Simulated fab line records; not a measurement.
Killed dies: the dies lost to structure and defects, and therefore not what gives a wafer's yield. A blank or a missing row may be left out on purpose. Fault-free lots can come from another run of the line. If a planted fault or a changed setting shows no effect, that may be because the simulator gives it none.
Chamber matching    flow n5_finfet    N5_HKMG_FIN_CVD_62 on thermal_cvd_si-01: 3 sister chambers
The step deposits a-Si from Si2H6, target thk 3 nm, time 20.8 s. 6 wafers are shown with their chamber, then 10 later ones without.

## WAFERS WITH THEIR CHAMBER
wafer   chamber  heater_power_w (W)
L875.6  2        1533
L877.1  2        1508
L877.2  1        1547
L877.5  0        1421
L879.2  0        1481
L879.4  1        1598

## WAFERS WITHOUT THEIR CHAMBER
wafer   heater_power_w (W)
L879.6  1463
L881.1  1452
L881.2  1571
L881.3  1492
L887.1  1561
L887.2  1473
L887.3  1480
L889.2  1591
L889.3  1506
L889.5  1434

## WHICH CHAMBER EACH ONE RAN IN
wafer   from the rows above           in truth
L879.6  can't be placed: 0 or 2       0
L881.1  0                             0
L881.2  can't be placed: 1 or 2       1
L881.3  can't be placed: 2 or 0 or 1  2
L887.1  can't be placed: 1 or 2       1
L887.2  can't be placed: 0 or 2       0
L887.3  can't be placed: 0 or 2 or 1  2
L889.2  can't be placed: 1 or 2       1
L889.3  can't be placed: 2 or 0 or 1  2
L889.5  0                             0
2 of 10 placed correctly. Can't be placed from these rows: 8 (the true chamber is among the candidates in 8). Wrongly placed: 0.
How it was worked out, from the rows above alone: a wafer's distance from a chamber is the root of the sum, over the readings, of the square of ((its reading less the chamber's mean) divided by the reading's scatter). The wafer belongs to the nearest chamber; if the next one is less than 2 further off, it can't be placed. The mean given for a chamber averages the wafers shown for that chamber. The scatter: the root of (the sum of the squares of (reading less its chamber's mean) over the shown wafers, divided by (wafers less chambers)).
